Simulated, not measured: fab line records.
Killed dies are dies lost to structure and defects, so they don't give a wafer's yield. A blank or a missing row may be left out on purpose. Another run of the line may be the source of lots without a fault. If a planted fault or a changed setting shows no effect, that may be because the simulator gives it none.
Which tool was responsible? | flow n5Finfet | 24 lots (72 wafers sampled), 1 step of a 1938-step route

## WHAT THE GAUGES SHOWED, per wafer
N5_BEOL_M3_INSPECT_59: inspects for defects (darkfield). Usual: rawDefectCount 74, standard deviation 27.
lot  | measured     | on               | rawDefectCount | flag
L074 | day 7 07:38  | defectInspect-01 | 104 98 74      | 
L075 | day 7 12:23  | defectInspect-01 | 53 95 77       | 
L076 | day 7 20:07  | defectInspect-02 | 52 56 44       | 
L077 | day 8 02:53  | defectInspect-02 | 92 56 123      | 
L078 | day 8 05:21  | defectInspect-02 | 65 98 59       | 
L079 | day 8 10:28  | defectInspect-02 | 100 83 92      | 
L080 | day 8 22:23  | defectInspect-02 | 62 73 76       | 
L081 | day 9 05:53  | defectInspect-02 | 72 71 92       | 
L082 | day 9 10:16  | defectInspect-01 | 104 89 151     | 
L083 | day 9 18:36  | defectInspect-02 | 83 80 71       | 
L084 | day 9 23:46  | defectInspect-01 | 71 96 52       | 
L085 | day 10 03:01 | defectInspect-01 | 60 75 73       | 
L086 | day 10 17:25 | defectInspect-01 | 78 70 43       | 
L088 | day 10 17:48 | defectInspect-02 | 57 55 105      | 
L087 | day 10 20:44 | defectInspect-01 | 111 79 102     | 
L089 | day 11 00:02 | defectInspect-01 | 53 70 72       | 
L090 | day 11 03:53 | defectInspect-01 | 37 41 41       | 
L091 | day 11 10:29 | defectInspect-02 | 57 70 86       | 
L092 | day 11 23:35 | defectInspect-02 | 100 42 102     | 
L094 | day 12 17:11 | defectInspect-02 | 56 54 85       | 
L093 | day 12 19:17 | defectInspect-01 | 36 73 76       | 
L095 | day 12 20:22 | defectInspect-01 | 45 39 28       | 
L096 | day 13 04:50 | defectInspect-01 | 31 31 23       | 
L097 | day 13 06:46 | defectInspect-01 | 40 48 94       | 

## WHAT TOOL EACH LOT RAN ON (gives the tool, then ch and the chambers of the sampled wafers, and finally the start)
No process step before these readings appears in the record.

## WHAT THE TOOLS THEMSELVES READ (means of the sampled wafers that have a number; where no wafer has one, the mark that the record gives instead)
The record holds no such reading with a usual standard deviation.

## THE ANSWER, worked out from the rows above alone
Rule: take the mean of a lot's wafers that have a number; if it is more than 3 standard deviations from the usual mean, the lot is off. A lot without any number at a reading at which 4 lots or more have one is off too. The other lots that the step has rows for count as sound. First the gauges in route order, then the tools' own readings, where a lot's mean is used as printed above. The first step at which some lot is off is used, and at that step the reading that is off furthest; a lot without a number counts as furthest.
Across all readings shown, no lot is off: no conclusion can be drawn from this.

## WHAT THE SIMULATOR HAD PUT IN
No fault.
